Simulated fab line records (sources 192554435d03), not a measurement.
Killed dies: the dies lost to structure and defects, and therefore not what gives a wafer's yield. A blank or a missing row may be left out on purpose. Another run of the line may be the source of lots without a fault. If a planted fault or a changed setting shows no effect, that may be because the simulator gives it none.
Chamber matching :: flow n5Finfet :: 4 sister chambers for N5_BEOL_M0_CUTY_ETCH_62 on rieDiel-04
The step etches SiARC in CF4, time 58.5 s. 8 wafers are shown with their chamber, then 12 later ones without.

WAFERS PAIRED WITH THEIR CHAMBERS
wafer: L079.5
chamber: 1
drypumpMotorCurrentA (A): 5.4
showerheadPlenumPTorr (Torr): 2.17

wafer: L081.6
chamber: 2
drypumpMotorCurrentA (A): 6.4
showerheadPlenumPTorr (Torr): 2.05

wafer: L087.2
chamber: 3
drypumpMotorCurrentA (A): 5.6
showerheadPlenumPTorr (Torr): 2.14

wafer: L087.3
chamber: 0
drypumpMotorCurrentA (A): 6.1
showerheadPlenumPTorr (Torr): 2.08

wafer: L087.6
chamber: 0
drypumpMotorCurrentA (A): 6.1
showerheadPlenumPTorr (Torr): 2.08

wafer: L088.1
chamber: 1
drypumpMotorCurrentA (A): 5.4
showerheadPlenumPTorr (Torr): 2.16

wafer: L088.2
chamber: 3
drypumpMotorCurrentA (A): 5.7
showerheadPlenumPTorr (Torr): 2.14

wafer: L088.4
chamber: 2
drypumpMotorCurrentA (A): 6.4
showerheadPlenumPTorr (Torr): 2.04

WAFERS WITHOUT THEIR CHAMBER
wafer: L091.1
drypumpMotorCurrentA (A): 5.4
showerheadPlenumPTorr (Torr): 2.16

wafer: L091.3
drypumpMotorCurrentA (A): 6.4
showerheadPlenumPTorr (Torr): 2.04

wafer: L091.4
drypumpMotorCurrentA (A): 5.7
showerheadPlenumPTorr (Torr): 2.14

wafer: L093.1
drypumpMotorCurrentA (A): 5.6
showerheadPlenumPTorr (Torr): 2.14

wafer: L093.5
drypumpMotorCurrentA (A): 6.2
showerheadPlenumPTorr (Torr): 2.08

wafer: L093.6
drypumpMotorCurrentA (A): 5.6
showerheadPlenumPTorr (Torr): 2.14

wafer: L094.2
drypumpMotorCurrentA (A): 5.4
showerheadPlenumPTorr (Torr): 2.15

wafer: L094.3
drypumpMotorCurrentA (A): 6.1
showerheadPlenumPTorr (Torr): 2.08

wafer: L094.5
drypumpMotorCurrentA (A): 6.4
showerheadPlenumPTorr (Torr): 2.04

wafer: L095.1
drypumpMotorCurrentA (A): 5.4
showerheadPlenumPTorr (Torr): 2.15

wafer: L095.2
drypumpMotorCurrentA (A): 6.4
showerheadPlenumPTorr (Torr): 2.04

wafer: L095.4
drypumpMotorCurrentA (A): 6.1
showerheadPlenumPTorr (Torr): 2.07

WHICH CHAMBER EACH ONE RAN IN
wafer: L091.1
from the rows above: 1
in truth: 1

wafer: L091.3
from the rows above: 2
in truth: 2

wafer: L091.4
from the rows above: 3
in truth: 3

wafer: L093.1
from the rows above: 3
in truth: 3

wafer: L093.5
from the rows above: 0
in truth: 0

wafer: L093.6
from the rows above: 3
in truth: 3

wafer: L094.2
from the rows above: 1
in truth: 1

wafer: L094.3
from the rows above: 0
in truth: 0

wafer: L094.5
from the rows above: 2
in truth: 2

wafer: L095.1
from the rows above: 1
in truth: 1

wafer: L095.2
from the rows above: 2
in truth: 2

wafer: L095.4
from the rows above: 0
in truth: 0
Correctly placed: 12 of 12. Number that these rows cannot place: 0. Number placed wrongly: 0.
How it was worked out, from the rows above alone: a wafer's distance from a chamber is the root of the sum, over the readings, of the square of ((its reading less the chamber's mean) divided by the reading's scatter). The wafer belongs to the nearest chamber; if the next one is less than 2 further off, it can't be placed. For every chamber, the mean is computed from those of its wafers that are shown. The scatter: take each reading less its chamber's mean, square it, sum over the shown wafers, divide by the number of wafers less the number of chambers, and take the root.
